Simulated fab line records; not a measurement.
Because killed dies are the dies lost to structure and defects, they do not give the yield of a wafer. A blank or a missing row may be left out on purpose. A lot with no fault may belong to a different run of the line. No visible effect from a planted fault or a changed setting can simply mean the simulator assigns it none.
A lot that was struck, set against a sound lot    flow n5-finfet    33 out of 1938 route steps
Sound: these wafers, L374.1, L374.2, L374.4. Struck: wafers L378.1, L378.2, L378.5. Last of all comes the cause.
For every step that has rows: the tool of each side, followed by ch and its chambers, followed by its first start. Under that, the readings that differ: sound wafers    struck wafers    difference of the means    sigmas: that difference in standard deviations of wafers without a fault.
alike: a reading whose means differ by less than 2 such deviations, as well as words and numbers matching on both sides. not compared: withheld readings; readings where some wafer has no value; bounds like >300 that might hide an equal value; numbers whose values overlap and for which the record gives no deviation.
A row with sigmas, a row that says differs or no value, or rows on one side alone: a step with any of these is where the two part. Numbers that don't overlap but have no deviation are shown without sigmas and don't part them. Lack of a reading on every wafer of one side parts them only where that side has two or more wafers.

first, 11 steps without rows for these wafers: N5_GATE_CUT_SRD_32 (time 30 s); N5_GATE_CUT_SAC_CAP_01 (material SiNx, target thk 24 nm, pulse time 1 s, ald cycles 480); N5_GATE_CUT_PECVD_57 (deposits SiNx from SiH4/NH3/N2, target thk 21 nm); N5_GATE_CUT_CMP_02 (polishes, stops on SiO2, t overpolish 12.7 s, target thk 0 nm); N5_GATE_CUT_HM_DEP_46 (deposits SiO2 from TEOS/O2, target thk 130 nm, time 26.6 s); N5_GATE_CUT_COAT_34 (time 60 s, resist thk 60 nm); N5_GATE_CUT_COAT_35 (time 60 s, resist thk 10 nm); N5_GATE_CUT_COAT_27 (time 60 s, resist thk 10 nm); N5_GATE_CUT_COAT_07 (resist thk 30 nm); N5_GATE_CUT_EBR_09; N5_GATE_CUT_SOFTBAKE_08 (time 60 s).
N5_GATE_CUT_EXPOSE_10: exposes mask GATE CUT, target cd 20 nm.
  sound on euv-scanner-02 ch 0, day 4 15:26; struck on euv-scanner-02 ch 0, day 5 14:52
reading               sound              struck             difference  sigmas
exposure-dose-mJ-cm2  43.25 43.21 43.26  59.32 59.38 59.35  +16.11      +99 or more
  alike: mask, reticle-temp-C
then, 2 steps without rows for these wafers: N5_GATE_CUT_PEB_11 (peb time 60 s); N5_GATE_CUT_DEVELOP_12 (develop time 30 s).
N5_GATE_CUT_CD_MEAS_13 targets a cd of 20 nm.
  sound on cd-sem-03 ch 0, day 4 15:34; struck on cd-sem-01 ch 0, day 5 15:00
reading     sound              struck             difference  sigmas
cd-nm (nm)  20.10 19.80 20.30  26.01 26.65 26.08  +6.18       +21
N5_GATE_CUT_OVL_MEAS_14:
  sound on overlay-02 ch 0, day 4 15:35; struck on overlay-01 ch 0, day 5 15:02
reading            sound           struck       difference  sigmas
GATE_CUT_OVL (nm)  -0.5 -1.8 -1.6  0.0 0.1 0.9  +1.6        +3
N5_GATE_CUT_INSPECT_15: inspects for defects (brightfield).
  struck on defect-inspect-01, day 5 15:05; sound on defect-inspect-02, day 4 15:39
  alike: raw-defect-count
N5_GATE_CUT_DESCUM_18: chemistry O2, time 7 s.
  sound on rie-diel-01 ch 1,2,3, day 4 15:41; struck on rie-diel-03 ch 0,1,3, day 5 15:08
reading                    sound       struck          difference  sigmas
model.GATE_CUT.cd-nm (nm)  20 20 20.2  26.4 26.4 26.4  +6.3        
  alike: drypump-motor-current-A, oes-product-au, rf-vpp-V, showerhead-plenum-p-Torr, throttle-valve-pct
  not compared: rf-hours-counter-h
then, 2 steps without rows for these wafers: N5_GATE_CUT_ETCH_28 (etches underlayer in N2/H2, target depth 13 nm, time 10.4 s); N5_GATE_CUT_ETCH_36 (etches SiARC in CF4, target depth 13 nm, time 21.7 s).
N5_GATE_CUT_ETCH_37: etches SOC in N2/H2, target depth 60 nm, overetch 12 nm, time 90 s.
  sound on rie-diel-01 ch 1,2,3, day 4 15:46; struck on rie-diel-03 ch 0,1,3, day 5 15:13
  alike: drypump-motor-current-A, oes-product-au, rf-vpp-V, showerhead-plenum-p-Torr, throttle-valve-pct
  not compared: rf-hours-counter-h
then, 2 steps without rows for these wafers: N5_GATE_CUT_STRIP_38 (strips in N2/H2); N5_GATE_CUT_STRIP_39 (strips in N2/H2).
N5_GATE_CUT_HM_OPEN_40: chemistry C4F6/O2, target SiO2, target depth 139 nm, time 85.1 s.
  sound on rie-diel-01 ch 1,2,3, day 4 15:51; struck on rie-diel-03 ch 0,1,3, day 5 15:17
  alike: drypump-motor-current-A, etch-rf-on-time-s, oes-product-au, rf-vpp-V, showerhead-plenum-p-Torr, throttle-valve-pct
  not compared: rf-hours-counter-h
N5_GATE_CUT_STRIP_41: strips in CF4.
  sound on rie-diel-01 ch 1,2,3, day 4 15:55; struck on rie-diel-03 ch 0,1,3, day 5 15:21
  alike: drypump-motor-current-A, oes-product-au, rf-vpp-V, showerhead-plenum-p-Torr, throttle-valve-pct
  not compared: rf-hours-counter-h
N5_GATE_CUT_STRIP_42: strips in O2.
  sound on rie-diel-01 ch 1,2,3, day 4 15:56; struck on rie-diel-03 ch 0,1,3, day 5 15:22
  alike: drypump-motor-current-A, oes-product-au, rf-vpp-V, showerhead-plenum-p-Torr, throttle-valve-pct
  not compared: rf-hours-counter-h
then, 2 steps without rows for these wafers: N5_GATE_CUT_ETCH_19 (etches SiNx in CH3F/O2, target depth 53.7 nm, time 76.7 s); N5_GATE_CUT_CUT_ETCH_53 (etches W in SF6/Cl2, target depth 79.2 nm).
N5_GATE_CUT_CUT_ETCH_54: etches TiN in Cl2/BCl3, target depth 96.7 nm.
  sound on rie-metal-03 ch 0,1, day 4 16:08; struck on rie-metal-03 ch 0,1, day 5 15:35
  alike: drypump-motor-current-A, etch-rf-on-time-s, he-backside-leak-sccm, oes-product-au, throttle-valve-pct
  not compared: rf-hours-counter-h
then, 1 step without rows for these wafers: N5_GATE_CUT_CUT_ETCH_55 (etches HfO2 in BCl3, target depth 3.2 nm).
N5_GATE_CUT_ETCH_47: etches SiO2 in Cl2/BCl3, target depth 10 nm.
  sound on rie-metal-03 ch 0,1, day 4 16:13; struck on rie-metal-03 ch 0,1, day 5 15:40
reading                    sound           struck          difference  sigmas
model.GATE_CUT.cd-nm (nm)  19.8 19.6 20.2  26.6 26.6 25.8  +6.5        
  alike: drypump-motor-current-A, he-backside-leak-sccm, oes-product-au, throttle-valve-pct
  not compared: rf-hours-counter-h
then, 1 step without rows for these wafers: N5_GATE_CUT_VAPOR_ETCH_48 (etches TiN in BCl3/Cl2).
N5_BEOL_M4_RC_MEAS_101:
  the record has rows for the sound wafers here (prober-02 ch 0, day 7 17:07) and none for the struck ones

## WHERE THEY PART
Earliest at N5_GATE_CUT_EXPOSE_10; latest, in this record, at N5_BEOL_M4_RC_MEAS_101.

WHY: the cause the simulator had injected
Process parameter drift: euv-scanner-02, from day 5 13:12 on, at N5_GATE_CUT_EXPOSE_10. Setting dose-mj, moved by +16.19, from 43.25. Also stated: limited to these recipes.
